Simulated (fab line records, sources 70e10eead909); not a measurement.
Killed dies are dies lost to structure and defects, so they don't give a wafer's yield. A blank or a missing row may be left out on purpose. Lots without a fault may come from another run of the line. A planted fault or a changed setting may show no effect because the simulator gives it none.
Tool commonality check | flow nand_harc | 4 lots, 9 wafers sampled

WHY IT WAS OPENED
At NHARC_END_SORT_01 the reading killed_dies is flagged on 1 of 4 lots. Wafers without a fault read 58, standard deviation 18.
Rule: a lot is flagged when every wafer of it that has a number lies more than 4 standard deviations from that mean, or none has a number. The other lots count as sound.

lot  | measured     | on        | killed_dies, wafer by wafer | flag
L388 | day 27 13:10 | prober-02 | 69 43                       |
L390 | day 28 16:51 | prober-02 | 53 49                       |
L391 | day 28 22:13 | prober-02 | 64 63 47                    |
L399 | day 31 22:53 | prober-01 | 677 677                     | FLAGGED
The numbers of the flagged lots are 677 on average: +619 against the usual, or +34 standard deviations.

WHICH TOOL RAN EACH LOT
The record holds 2 process steps before the reading, out of a route of 1302 steps. In each cell: the tool, then ch and the chambers that the sampled wafers went through, then the start.
lot  | flag    | NHARC_A_STAIRCASE_CMP_472     | NHARC_A_SGD_CUT_ETCH_16
L388 |         | cmp-03 ch 0,3, day 22 00:34   | rie_diel-11 ch 0,1, day 22 02:25
L390 |         | cmp-03 ch 0,2,3, day 23 12:02 | rie_diel-02 ch 0,1,2, day 23 13:54
L391 |         | cmp-04 ch 0,1, day 23 09:35   | rie_diel-02 ch 0,1,3, day 23 11:20
L399 | FLAGGED | cmp-03 ch 0,1, day 26 21:53   | rie_diel-11 ch 2,3, day 26 23:47
What these steps do:
- NHARC_A_STAIRCASE_CMP_472: polishes SiO2.
- NHARC_A_SGD_CUT_ETCH_16: etches the open film in C4F8/O2/Ar, target depth 310.5 nm, time 155.2 s.
- NHARC_END_SORT_01

FLAGGED OVER TOTAL, TOOL BY TOOL (the gauges that took the reading come last)
step                      | tool        | lots run | flagged | share of the flagged lots | sound lots run after its first flagged lot
NHARC_A_STAIRCASE_CMP_472 | cmp-03      | 3        | 1       | all                       | 0
NHARC_A_STAIRCASE_CMP_472 | cmp-04      | 1        | 0       | none                      | -
NHARC_A_SGD_CUT_ETCH_16   | rie_diel-02 | 2        | 0       | none                      | -
NHARC_A_SGD_CUT_ETCH_16   | rie_diel-11 | 2        | 1       | all                       | 0
NHARC_END_SORT_01         | prober-01   | 1        | 1       | all                       | 0
NHARC_END_SORT_01         | prober-02   | 3        | 0       | none                      | -

WHAT THE TABLE ALLOWS
3 rows of the table ran every flagged lot: cmp-03 at NHARC_A_STAIRCASE_CMP_472, rie_diel-11 at NHARC_A_SGD_CUT_ETCH_16, prober-01 at NHARC_END_SORT_01.
- cmp-03 at NHARC_A_STAIRCASE_CMP_472: 1 of its 3 lots flagged. Its last sound lot is L390 (day 23 12:02), its first flagged lot L399 (day 26 21:53): a fault that began between those two fits.
- rie_diel-11 at NHARC_A_SGD_CUT_ETCH_16: 1 of its 2 lots flagged. Its last sound lot is L388 (day 22 02:25), its first flagged lot L399 (day 26 23:47): a fault that began between those two fits. Its own readings lie more than 4 standard deviations out on every wafer of the flagged lots: oes_product_au.
- prober-01 at NHARC_END_SORT_01: 1 of its 1 lot flagged. It ran no sound lot before its first flagged lot in this sample, so the start can't be narrowed down.
Counting lots can't tell these 3 tools apart, because each fits a fault that began at some hour. More lots, or a look at what each step does to the wafer, might.

WHAT THE SIMULATOR HAD PUT IN
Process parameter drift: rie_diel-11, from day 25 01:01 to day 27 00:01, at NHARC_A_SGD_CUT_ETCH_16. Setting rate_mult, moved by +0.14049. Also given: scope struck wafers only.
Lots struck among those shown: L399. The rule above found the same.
